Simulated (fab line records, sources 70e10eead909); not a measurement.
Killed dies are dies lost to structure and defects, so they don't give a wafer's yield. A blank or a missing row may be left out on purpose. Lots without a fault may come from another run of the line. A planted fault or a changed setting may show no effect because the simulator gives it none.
A sampling plan put to the test | flow nand_harc | one fab line, 18 faults that these records tell of, each judged on the records of the lots that it struck
The plan is the line's own looks: the steps of the route at which a gauge or an inspection reads the wafer and doesn't change it. A look can be judged if struck wafers have a number there and the file gives its usual mean and standard deviation on fault-free wafers. Caught: at a look after the fault's first step, the mean of the struck wafers lies 4 or more of those standard deviations (sigma) from the usual mean. On the tool: the same test on the tool's own readings at the fault's steps. Another recipe on the struck wafers, or a record that is blank for them alone, also counts as caught.

THE FAULTS, as the simulator had put them in
1. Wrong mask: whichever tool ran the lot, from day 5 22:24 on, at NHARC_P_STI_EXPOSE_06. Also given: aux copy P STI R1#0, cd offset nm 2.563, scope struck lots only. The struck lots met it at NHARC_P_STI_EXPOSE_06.
2. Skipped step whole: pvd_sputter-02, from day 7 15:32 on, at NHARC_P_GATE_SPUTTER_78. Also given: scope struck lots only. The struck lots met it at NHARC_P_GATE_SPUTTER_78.
3. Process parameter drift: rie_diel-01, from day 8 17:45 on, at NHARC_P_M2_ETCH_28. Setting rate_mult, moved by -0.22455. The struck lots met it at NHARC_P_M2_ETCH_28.
4. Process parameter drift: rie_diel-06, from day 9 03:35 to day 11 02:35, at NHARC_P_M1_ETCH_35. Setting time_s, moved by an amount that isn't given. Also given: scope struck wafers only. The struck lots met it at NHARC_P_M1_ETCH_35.
5. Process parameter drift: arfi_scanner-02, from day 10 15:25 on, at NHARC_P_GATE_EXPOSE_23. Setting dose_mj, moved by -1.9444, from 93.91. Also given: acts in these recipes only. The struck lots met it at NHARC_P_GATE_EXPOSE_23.
6. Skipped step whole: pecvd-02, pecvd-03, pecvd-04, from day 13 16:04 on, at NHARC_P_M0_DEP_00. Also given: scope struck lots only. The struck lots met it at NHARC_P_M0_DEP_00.
7. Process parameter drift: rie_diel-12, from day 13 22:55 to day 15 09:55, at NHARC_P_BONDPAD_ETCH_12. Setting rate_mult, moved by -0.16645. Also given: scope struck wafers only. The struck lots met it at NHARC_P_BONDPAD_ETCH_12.
8. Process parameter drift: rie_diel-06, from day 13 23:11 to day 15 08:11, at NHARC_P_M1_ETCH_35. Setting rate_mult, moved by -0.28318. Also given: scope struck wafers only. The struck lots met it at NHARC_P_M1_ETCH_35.
9. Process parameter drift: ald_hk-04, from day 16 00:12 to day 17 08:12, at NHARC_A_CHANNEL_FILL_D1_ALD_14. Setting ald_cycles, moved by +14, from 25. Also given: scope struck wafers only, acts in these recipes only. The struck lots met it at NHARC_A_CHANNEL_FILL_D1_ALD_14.
10. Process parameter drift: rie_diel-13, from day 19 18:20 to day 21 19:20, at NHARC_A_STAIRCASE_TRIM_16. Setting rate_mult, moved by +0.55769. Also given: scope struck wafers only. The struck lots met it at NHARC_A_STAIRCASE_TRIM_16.
11. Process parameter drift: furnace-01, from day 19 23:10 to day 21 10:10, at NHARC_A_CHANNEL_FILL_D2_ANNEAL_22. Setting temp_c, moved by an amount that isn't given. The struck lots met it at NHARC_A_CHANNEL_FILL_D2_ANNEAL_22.
12. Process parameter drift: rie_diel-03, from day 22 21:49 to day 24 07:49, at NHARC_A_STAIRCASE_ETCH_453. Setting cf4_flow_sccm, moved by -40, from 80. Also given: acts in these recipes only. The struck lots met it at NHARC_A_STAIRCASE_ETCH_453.
13. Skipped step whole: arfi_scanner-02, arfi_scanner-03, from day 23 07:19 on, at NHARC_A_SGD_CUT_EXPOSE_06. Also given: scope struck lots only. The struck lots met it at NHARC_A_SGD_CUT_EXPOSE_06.
14. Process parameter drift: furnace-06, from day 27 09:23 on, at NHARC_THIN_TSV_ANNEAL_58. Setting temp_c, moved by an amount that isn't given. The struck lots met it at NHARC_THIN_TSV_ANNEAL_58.
15. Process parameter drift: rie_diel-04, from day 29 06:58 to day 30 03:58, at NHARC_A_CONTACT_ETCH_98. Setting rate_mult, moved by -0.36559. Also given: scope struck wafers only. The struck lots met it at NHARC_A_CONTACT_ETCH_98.
16. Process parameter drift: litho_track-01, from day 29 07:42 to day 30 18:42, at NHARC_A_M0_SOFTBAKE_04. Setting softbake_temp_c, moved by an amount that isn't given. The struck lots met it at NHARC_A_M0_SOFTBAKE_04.
17. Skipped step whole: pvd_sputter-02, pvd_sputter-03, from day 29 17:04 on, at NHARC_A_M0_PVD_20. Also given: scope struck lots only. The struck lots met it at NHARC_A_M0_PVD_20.
18. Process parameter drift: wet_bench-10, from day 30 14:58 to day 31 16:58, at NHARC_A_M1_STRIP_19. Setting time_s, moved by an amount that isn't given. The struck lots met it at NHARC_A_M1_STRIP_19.

WHAT THE PLAN SAW
fault | on the tool itself                               | first look that catches it                   | reading, sigma                    | median hours from its first step to that look | hours from the fault's start to the first struck lot there | judged looks passed uncaught
1     | no reading that can be judged                    | no look after it can be judged               | -                                 | -                                             | -                                                          | 0
2     | no reading that can be judged                    | NHARC_END_SORT_01                            | killed_at_periphery +99 or beyond | 446.0                                         | 448                                                        | 0
3     | oes_product_au -17 sigma                         | not the one look that can be judged after it | -                                 | -                                             | -                                                          | 1
4     | run_length_s -26 sigma                           | not the one look that can be judged after it | -                                 | -                                             | -                                                          | 1
5     | exposure_dose_mJ_cm2 -21 sigma                   | no look after it can be judged               | -                                 | -                                             | -                                                          | 0
6     | the tool's record is blank for the struck wafers | no look after it can be judged               | -                                 | -                                             | -                                                          | 0
7     | oes_product_au -5.4 sigma                        | no look after it can be judged               | -                                 | -                                             | -                                                          | 0
8     | oes_product_au -15 sigma                         | no look after it can be judged               | -                                 | -                                             | -                                                          | 0
9     | under 2 sigma                                    | not the one look that can be judged after it | -                                 | -                                             | -                                                          | 1
10    | oes_product_au +35 sigma                         | NHARC_END_SORT_01                            | killed_dies +30                   | 204.8                                         | 207                                                        | 0
11    | tube_center_temp_C +99 or beyond sigma           | not the one look that can be judged after it | -                                 | -                                             | -                                                          | 1
12    | throttle_valve_pct -99 or beyond sigma           | not the one look that can be judged after it | -                                 | -                                             | -                                                          | 1
13    | no reading that can be judged                    | no look after it can be judged               | -                                 | -                                             | -                                                          | 0
14    | spike_tc_lower_C +23 sigma                       | not the one look that can be judged after it | -                                 | -                                             | -                                                          | 1
15    | oes_product_au -8.6 sigma                        | no look after it can be judged               | -                                 | -                                             | -                                                          | 0
16    | heater_power_total_W -99 or beyond sigma         | not the one look that can be judged after it | -                                 | -                                             | -                                                          | 1
17    | the tool's record is blank for the struck wafers | no look after it can be judged               | -                                 | -                                             | -                                                          | 0
18    | run_length_s +30 sigma                           | no look after it can be judged               | -                                 | -                                             | -                                                          | 0
A dash: the fault isn't caught, or these records don't give the number.

Caught at a look: 2 of 18. Caught on the tool: 14 of 18. By one or the other: 15 of 18.
Caught on the tool alone: faults 3, 4, 5, 6, 7, 8, 11, 12, 14, 15, 16, 17, 18.
Caught at a look alone: fault 2.
Caught by neither: faults 1, 9, 13.

THINNER SAMPLING
If the look that catches a fault measured only every second or every third lot, by lot number, the first struck lot would be measured this late in the worst case:
fault | struck lots at that look, in order of time | every lot | every second lot | every third lot
2     | L181, L182                                 | 448 h     | 463 h            | may miss all 2
10    | L739, L740, L742                           | 207 h     | 224 h            | may miss all 3
Hours are from the fault's start to the first struck lot that is measured. The limit of 4 sigma was tested on all struck wafers together, so one lot alone may lie under it. Other struck lots may not be in these records.

THE LONGEST TIMED WAY FROM STEP TO LOOK
Fault 2: a median of 446.0 hours passes between NHARC_P_GATE_SPUTTER_78 and NHARC_END_SORT_01. No look between them can be judged.
